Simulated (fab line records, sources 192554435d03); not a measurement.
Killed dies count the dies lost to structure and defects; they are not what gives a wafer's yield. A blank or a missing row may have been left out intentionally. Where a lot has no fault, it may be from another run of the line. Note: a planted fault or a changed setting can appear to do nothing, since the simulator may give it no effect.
fab line records | flow n5-finfet
record: lots: 11 | wafers: 29 | last-day: 18
route steps=1938 shown HKMG_FIN@464 GATE_CUT@504 MOL_CONTACT_COAG@526 BEOL_M4@1111
lots with no fault: from the same line, run without faults
start-h: start of the lot's first displayed wafer, in hours after the record's first day | wait-h: how many hours have passed since the lot's step before this one | " unchanged from the row above | L1.1+2: several wafers, shown together as one row | - no value, or no start was given | * or withheld: withheld | < > ~ a bound
route shown NAME@n: a module of which the file shows steps, and the number in the route of the first | usual: average and standard deviation across the fault-free wafers | same: alike in all rows | chamber/n: place in a boat | sites: readings site by site | _std_site: the standard deviation of these | _edge_site: outer sites' mean less inner sites' | radius-mm: how far each site lies from the wafer's centre | mask NAME#n: copy n | behind: the most recent tool/chamber to have shaped the wafer | hold: cause of the lot's hold/its duration in hours/its outcome | device: transistor that didn't switch, given as n, p or np | end of line: the route-end tests of the same wafers | for a step that has no rows: nothing shown but its recipe | killed: not the wafer's yield, but the dies lost to structure and defects at the first sort | map: per-die view of a wafer (x killed, . not killed, _ where there is no die)
set.NAME: the setting as run; set.NAME@STEP: as run at that earlier step | model.NAME: the simulator's own value behind a step, which no gauge read
one table for each step of the route and one row for each wafer, over a sample of lots
services: from which hour (start-h, from the record's first day; less than 0 if before it) a tool's chamber was out of use, for how many hours, and why
== steps ==
step: N5_HKMG_FIN_INSPECT_28
recipe: inspect-instrument: darkfield | mode: post-cmp
usual: raw-defect-count: 42/18
lot.wafer | tool              | chamber | start-h | wait-h | raw-defect-count
L286.2    | defect-inspect-01 | -       | 97.71   | 0.0    | 36
L286.5    | "                 | -       | "       | "      | 30
L286.6    | "                 | -       | "       | "      | 37
L288.3    | defect-inspect-01 | -       | 109.62  | 0.0    | 67
L288.4    | "                 | -       | "       | "      | 76
L288.6    | "                 | -       | "       | "      | 47
L289.1    | defect-inspect-01 | -       | 116.63  | 0.0    | 42
L289.3    | "                 | -       | "       | "      | 28
L289.4    | "                 | -       | "       | "      | 62
L290.2    | defect-inspect-02 | -       | 122.54  | 0.0    | 33
L290.3    | "                 | -       | "       | "      | 78
L290.5    | "                 | -       | "       | "      | 32
L291.3    | defect-inspect-01 | -       | 131.34  | 0.0    | 25
L291.4    | "                 | -       | "       | "      | 82
L291.6    | "                 | -       | "       | "      | 34
L293.2    | defect-inspect-02 | -       | 140.79  | 0.0    | 29
L293.4    | "                 | -       | "       | "      | 24
L293.6    | "                 | -       | "       | "      | 31
L300.1    | defect-inspect-02 | -       | 181.76  | 0.0    | 28
L300.4    | "                 | -       | "       | "      | 43
L302.1    | defect-inspect-01 | -       | 196.49  | 0.0    | 56
L302.6    | "                 | -       | "       | "      | 34
L303.3    | defect-inspect-01 | -       | 198.31  | 0.0    | 34
L303.5    | "                 | -       | "       | "      | 45
L305.4    | defect-inspect-01 | -       | 215.97  | 0.0    | 16
L305.5    | "                 | -       | "       | "      | 27
L305.6    | "                 | -       | "       | "      | 26
L306.2    | defect-inspect-01 | -       | 219.71  | 0.0    | 44
L306.4    | "                 | -       | "       | "      | 44
step: N5_GATE_CUT_VAPOR_ETCH_48
recipe: chemistry: BCl3/Cl2 | target: TiN | mode: isotropic
usual: drypump-motor-current-A: 5.59/0.25 | oes-product-au: 0.78/0.14
lot.wafer | tool         | chamber | start-h | wait-h | drypump-motor-current-A | oes-product-au
L286.2    | rie-metal-01 | 0       | 101.99  | 0.0    | 5.39                    | 0.90
L286.5    | "            | 0       | "       | "      | 5.38                    | 0.90
L286.6    | "            | 1       | "       | "      | 5.88                    | 0.59
L288.3    | rie-metal-01 | 0       | 114.31  | 0.1    | 5.40                    | 0.90
L288.4    | "            | 0       | "       | "      | 5.40                    | 0.90
L288.6    | "            | 0       | "       | "      | 5.39                    | 0.89
L289.1    | rie-metal-02 | 0       | 121.17  | 0.0    | 5.29                    | 0.64
L289.3    | "            | 1       | "       | "      | 5.82                    | 0.57
L289.4    | "            | 0       | "       | "      | 5.28                    | 0.63
L290.2    | rie-metal-01 | 0       | 127.44  | 0.1    | 5.39                    | 0.89
L290.3    | "            | 0       | "       | "      | 5.40                    | 0.89
L290.5    | "            | 0       | "       | "      | 5.40                    | 0.89
L291.3    | rie-metal-01 | 1       | 135.80  | 0.0    | 5.89                    | 1.00
L291.4    | "            | 0       | "       | "      | 5.38                    | 0.89
L291.6    | "            | 0       | "       | "      | 5.37                    | 0.89
L293.2    | rie-metal-01 | 0       | 145.25  | 0.0    | 5.40                    | 0.88
L293.4    | "            | 0       | "       | "      | 5.40                    | 0.88
L293.6    | "            | 1       | "       | "      | 5.84                    | 0.98
L300.1    | rie-metal-02 | 0       | 186.85  | 0.0    | 5.28                    | 0.62
L300.4    | "            | 1       | "       | "      | 5.78                    | 0.94
L302.1    | rie-metal-03 | 1       | 201.29  | 0.1    | 5.46                    | 0.73
L302.6    | "            | 1       | "       | "      | 5.46                    | 0.74
L303.3    | rie-metal-02 | 0       | 202.80  | 0.0    | 5.27                    | 0.61
L303.5    | "            | 0       | "       | "      | 5.27                    | 0.61
L305.4    | rie-metal-02 | 1       | 220.43  | 0.0    | 5.78                    | 0.90
L305.5    | "            | 0       | "       | "      | 5.29                    | 0.61
L305.6    | "            | 1       | "       | "      | 5.79                    | 0.90
L306.2    | rie-metal-01 | 0       | 224.00  | 0.0    | 5.37                    | 0.85
L306.4    | "            | 1       | "       | "      | 5.86                    | 0.93
step: N5_GATE_CUT_CMP_23
recipe: stop-on: SiO2 | t-overpolish-s: 23.4 | post-cmp-clean: alkaline-brush | down-force-psi: 2.5 | platen-rpm: 51.8 | pad-velocity-m-s: 1.0307 | target-thk-nm: 16
usual: motor-current-A: 8.7/1.1 | overpolish-run-s: 23.400/0.0087 | platen-rpm: 51.80/0.042 | time-to-endpoint-s: 20/3.7
lot.wafer | tool   | chamber | start-h | wait-h | motor-current-A | overpolish-run-s | platen-rpm | time-to-endpoint-s
L286.2    | cmp-01 | 3       | 103.82  | 0.8    | 7.4             | 23.422           | 51.72      | 19
L286.5    | "      | 1       | "       | "      | 11.4            | 23.397           | 51.85      | 16
L286.6    | "      | 2       | "       | "      | 9.1             | 23.402           | 51.74      | 22
L288.3    | cmp-01 | 2       | 116.21  | 0.8    | 8.7             | 23.406           | 51.82      | 25
L288.4    | "      | 3       | "       | "      | 7.3             | 23.401           | 51.82      | 20
L288.6    | "      | 0       | "       | "      | 8.7             | 23.404           | 51.79      | 17
L289.1    | cmp-01 | 2       | 122.93  | 0.8    | 9.3             | 23.404           | 51.82      | 29
L289.4    | "      | 3       | "       | "      | 7.4             | 23.400           | 51.85      | 22
L289.3    | "      | 1       | "       | "      | 10.2            | 23.393           | 51.76      | 18
L290.2    | cmp-04 | 2       | 129.31  | 0.8    | 8.5             | 23.401           | 51.84      | 17
L290.3    | "      | 3       | "       | "      | 8.6             | 23.411           | 51.75      | 24
L290.5    | "      | 2       | "       | "      | 7.9             | 23.400           | 51.82      | 18
L291.4    | cmp-01 | 0       | 137.92  | 0.8    | 7.8             | 23.394           | 53.91      | 16
L291.3    | "      | 1       | "       | "      | 10.6            | 23.404           | 53.80      | 13
L291.6    | "      | 3       | "       | "      | 7.3             | 23.410           | 53.88      | 18
L293.4    | cmp-01 | 2       | 147.04  | 0.8    | 9.0             | 23.408           | 53.85      | 21
L293.2    | "      | 0       | "       | "      | 8.1             | 23.411           | 53.89      | 12
L293.6    | "      | 2       | "       | "      | 8.9             | 23.401           | 53.83      | 21
L300.4    | cmp-03 | 3       | 190.51  | 0.8    | 8.4             | 23.410           | 51.84      | 17
L300.1    | "      | 0       | "       | "      | 8.3             | 23.406           | 51.77      | 24
L302.1    | cmp-04 | 3       | 203.17  | 0.8    | 8.3             | 23.398           | 51.84      | 21
L302.6    | "      | 3       | "       | "      | 8.4             | 23.403           | 51.84      | 24
L303.3    | cmp-01 | 3       | 204.65  | 0.9    | 7.5             | 23.420           | 51.75      | 19
L303.5    | "      | 1       | "       | "      | 11.0            | 23.398           | 51.84      | 15
L305.4    | cmp-04 | 1       | 222.74  | 0.8    | 7.8             | 23.409           | 51.82      | 21
L305.5    | "      | 1       | "       | "      | 7.7             | 23.391           | 51.82      | 20
L305.6    | "      | 2       | "       | "      | 8.2             | 23.392           | 51.85      | 19
L306.4    | cmp-03 | 2       | 225.79  | 0.8    | 10.8            | 23.393           | 51.82      | 18
L306.2    | "      | 3       | "       | "      | 8.6             | 23.388           | 51.77      | 19
step: N5_MOL_CONTACT_COAG_CD_MEAS_08
recipe: target-cd-nm: 28 | landing-energy-ev: 500 | detector: se-inlens | polarity: opening
usual: cd-nm: 28.0/0.37
lot.wafer | tool      | chamber | start-h | wait-h | cd-nm
L286.2    | cd-sem-02 | 0       | 105.08  | -      | 28.4
L286.5    | "         | 0       | "       | "      | 28.7
L286.6    | "         | 0       | "       | "      | 28.2
L288.3    | cd-sem-01 | 0       | 117.47  | -      | 28.5
L288.4    | "         | 0       | "       | "      | 28.2
L288.6    | "         | 0       | "       | "      | 28.4
L289.1    | cd-sem-01 | 0       | 124.26  | -      | 28.6
L289.3    | "         | 0       | "       | "      | 28.5
L289.4    | "         | 0       | "       | "      | 28.4
L290.2    | cd-sem-02 | 0       | 130.73  | -      | 27.8
L290.3    | "         | 0       | "       | "      | 27.8
L290.5    | "         | 0       | "       | "      | 27.8
L291.3    | cd-sem-01 | 0       | 139.18  | -      | 28.0
L291.4    | "         | 0       | "       | "      | 27.5
L291.6    | "         | 0       | "       | "      | 28.0
L293.2    | cd-sem-01 | 0       | 148.49  | -      | 28.3
L293.4    | "         | 0       | "       | "      | 29.0
L293.6    | "         | 0       | "       | "      | 28.4
L300.1    | cd-sem-02 | 0       | 191.89  | -      | 28.2
L300.4    | "         | 0       | "       | "      | 28.2
L302.1    | cd-sem-02 | 0       | 204.59  | -      | 27.6
L302.6    | "         | 0       | "       | "      | 27.5
L303.3    | cd-sem-03 | 0       | 206.04  | -      | 27.9
L303.5    | "         | 0       | "       | "      | 27.7
L305.4    | cd-sem-03 | 0       | 224.21  | -      | 27.5
L305.5    | "         | 0       | "       | "      | 28.1
L305.6    | "         | 0       | "       | "      | 27.5
L306.2    | cd-sem-03 | 0       | 227.09  | -      | 28.1
L306.4    | "         | 0       | "       | "      | 27.6
step: N5_BEOL_M4_RC_MEAS_101
usual: DIBL_N: 36.1/2 | DIBL_P: 36.3/2.5 | IOFF_N: 0.16/0.037 | IOFF_P: 0.21/0.039 | ION_N: 678/15 | ION_P: 465/8.7 | SS_N: 71.4/0.7 | SS_P: 73.3/0.74 | VT_N: 249/3.6 | VT_P: -250.0/2.9
lot.wafer | tool      | chamber | start-h | wait-h | DIBL_N[mV/V] | DIBL_P[mV/V] | IOFF_N[nA/um] | IOFF_P[nA/um] | ION_N[uA/um] | ION_P[uA/um] | SS_N[mV/dec] | SS_P[mV/dec] | VT_N[mV] | VT_P[mV]
L286.2    | prober-02 | 0       | 181.22  | 0.2    | 33.3         | 30.4         | 0.09          | 0.15          | 643          | 452          | 70.6         | 72.3         | 257      | -252.8
L286.5    | "         | 0       | "       | "      | 36.9         | 35.9         | 0.14          | 0.21          | 684          | 470          | 71.0         | 72.7         | 250      | -250.1
L286.6    | "         | 0       | "       | "      | 33.6         | 30.2         | 0.09          | 0.14          | 642          | 443          | 70.6         | 71.8         | 258      | -255.9
L288.3    | prober-02 | 0       | 198.11  | 0.3    | 36.2         | 37.4         | 0.16          | 0.21          | 679          | 463          | 71.7         | 73.2         | 249      | -253.5
L288.4    | "         | 0       | "       | "      | 34.6         | 35.8         | 0.13          | 0.18          | 671          | 466          | 71.1         | 72.5         | 256      | -253.8
L288.6    | "         | 0       | "       | "      | 37.3         | 39.0         | 0.19          | 0.23          | 688          | 467          | 72.2         | 74.0         | 250      | -251.7
L289.1    | prober-01 | 0       | 198.46  | 0.1    | 34.8         | 35.2         | 0.14          | 0.18          | 687          | 470          | 71.5         | 72.7         | 251      | -250.1
L289.3    | "         | 0       | "       | "      | 34.5         | 35.1         | 0.13          | 0.17          | 670          | 459          | 71.3         | 73.1         | 251      | -251.9
L289.4    | "         | 0       | "       | "      | 38.4         | 40.7         | 0.21          | 0.27          | 687          | 472          | 72.4         | 74.3         | 244      | -245.6
L290.2    | prober-02 | 0       | 199.78  | 0.2    | 32.3         | 30.4         | 0.09          | 0.14          | 653          | 459          | 70.1         | 71.2         | 257      | -253.7
L290.3    | "         | 0       | "       | "      | 34.5         | 33.9         | 0.12          | 0.18          | 666          | 465          | 71.4         | 73.0         | 251      | -250.1
L290.5    | "         | 0       | "       | "      | 37.8         | 38.5         | 0.17          | 0.25          | 672          | 467          | 71.9         | 73.8         | 248      | -247.8
L291.3    | prober-02 | 0       | 233.23  | 0.3    | 38.9         | 40.1         | 0.20          | 0.21          | 675          | 456          | 72.3         | 73.5         | 250      | -253.0
L291.4    | "         | 0       | "       | "      | 35.9         | 37.6         | 0.15          | 0.18          | 673          | 453          | 71.5         | 72.7         | 252      | -254.6
L291.6    | "         | 0       | "       | "      | 36.7         | 38.4         | 0.16          | 0.19          | 670          | 452          | 72.0         | 72.8         | 252      | -253.3
L293.2    | prober-02 | 0       | 238.91  | 0.2    | 34.5         | 33.9         | 0.13          | 0.19          | 677          | 467          | 71.6         | 73.5         | 249      | -249.3
L293.4    | "         | 0       | "       | "      | 36.6         | 35.8         | 0.16          | 0.22          | 685          | 462          | 72.0         | 73.9         | 246      | -250.9
L293.6    | "         | 0       | "       | "      | 36.0         | 35.6         | 0.16          | 0.21          | 683          | 465          | 71.9         | 73.1         | 247      | -249.6
L300.1    | prober-02 | 0       | 299.15  | 0.0    | 35.3         | 36.6         | 0.15          | 0.21          | 654          | 456          | 71.2         | 73.1         | 252      | -249.0
L300.4    | "         | 0       | "       | "      | 34.1         | 34.7         | 0.14          | 0.19          | 674          | 473          | 70.5         | 71.9         | 251      | -250.6
L302.1    | prober-02 | 0       | 308.27  | 0.0    | 34.5         | 35.3         | 0.15          | 0.20          | 690          | 476          | 71.0         | 72.5         | 249      | -250.5
L302.6    | "         | 0       | "       | "      | 34.3         | 35.2         | 0.13          | 0.19          | 660          | 453          | 70.8         | 72.5         | 252      | -249.1
L306.2    | prober-02 | 0       | 313.26  | 0.2    | 34.2         | 34.1         | 0.13          | 0.18          | 676          | 466          | 70.1         | 73.3         | 251      | -251.3
L306.4    | "         | 0       | "       | "      | 36.9         | 37.5         | 0.16          | 0.23          | 672          | 468          | 71.6         | 74.1         | 251      | -249.1
L303.3    | prober-02 | 0       | 318.94  | 0.3    | 35.6         | 35.0         | 0.15          | 0.20          | 675          | 466          | 71.8         | 73.3         | 250      | -247.7
L303.5    | "         | 0       | "       | "      | 33.9         | 33.2         | 0.13          | 0.20          | 679          | 471          | 70.7         | 73.0         | 252      | -248.3
L305.4    | prober-01 | 0       | 325.44  | 0.5    | 39.8         | 41.0         | 0.25          | 0.31          | 702          | 476          | 72.3         | 74.4         | 242      | -245.9
L305.5    | "         | 0       | "       | "      | 36.3         | 37.9         | 0.17          | 0.25          | 687          | 474          | 71.1         | 74.2         | 246      | -244.9
L305.6    | "         | 0       | "       | "      | 37.8         | 38.1         | 0.21          | 0.24          | 689          | 460          | 72.4         | 74.1         | 244      | -248.1
== services ==
tool         | chamber | start-h | hours | kind
cmp-04       | -       | 80.10   | 20.2  | pm
rie-metal-01 | 1       | 111.38  | -     | clean
rie-metal-01 | 1       | 111.38  | 16.4  | scheduled-down
rie-metal-01 | 1       | 111.38  | 16.4  | vent-cycle
rie-metal-03 | -       | 119.00  | 2.8   | pm
cmp-03       | -       | 119.44  | 0.9   | repair
rie-metal-02 | 1       | 127.65  | -     | clean
rie-metal-02 | 1       | 127.65  | 19.8  | scheduled-down
rie-metal-02 | 1       | 127.65  | 19.8  | vent-cycle
cmp-04       | -       | 140.74  | 4.0   | pm
cmp-04       | -       | 144.74  | -     | consumable-replace:conditioner
cmp-04       | -       | 144.74  | -     | consumable-replace:pad
cmp-01       | -       | 147.27  | 0.3   | repair
cmp-01       | -       | 151.92  | 1.6   | repair
rie-metal-01 | -       | 158.39  | 2.1   | repair
cmp-04       | -       | 171.47  | 3.7   | pm
cmp-03       | -       | 185.96  | 4.0   | pm
rie-metal-03 | 0       | 188.68  | 12.9  | repair
cmp-03       | -       | 189.96  | -     | consumable-replace:conditioner
cmp-03       | -       | 189.96  | -     | consumable-replace:pad
cmp-03       | -       | 202.86  | 7.1   | pm
rie-metal-02 | 0       | 223.46  | -     | clean
rie-metal-02 | 0       | 223.46  | 20.6  | scheduled-down
rie-metal-02 | 0       | 223.46  | 20.6  | vent-cycle
== key ==
first-sign: step: N5_GATE_CUT_CMP_23 | reading: platen-rpm | direction: up | sigmas: 50 | usual: 51.80 | struck: 53.86
effect none on later readings
met-at N5_GATE_CUT_CMP_23
struck-lots L291,L293
not-acting-at N5_HKMG_FIN_INSPECT_28,N5_GATE_CUT_VAPOR_ETCH_48,N5_MOL_CONTACT_COAG_CD_MEAS_08
onset-between 122.93 137.92
fault: kind: process-parameter-drift | tool: cmp-01 | chamber: - | onset-h: 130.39 | steps: N5_GATE_CUT_CMP_23 | channel: platen-rpm | offset: 2.072 | shape: step | end-h: 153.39 | acts-in: these-recipes-only | stated: 51.8
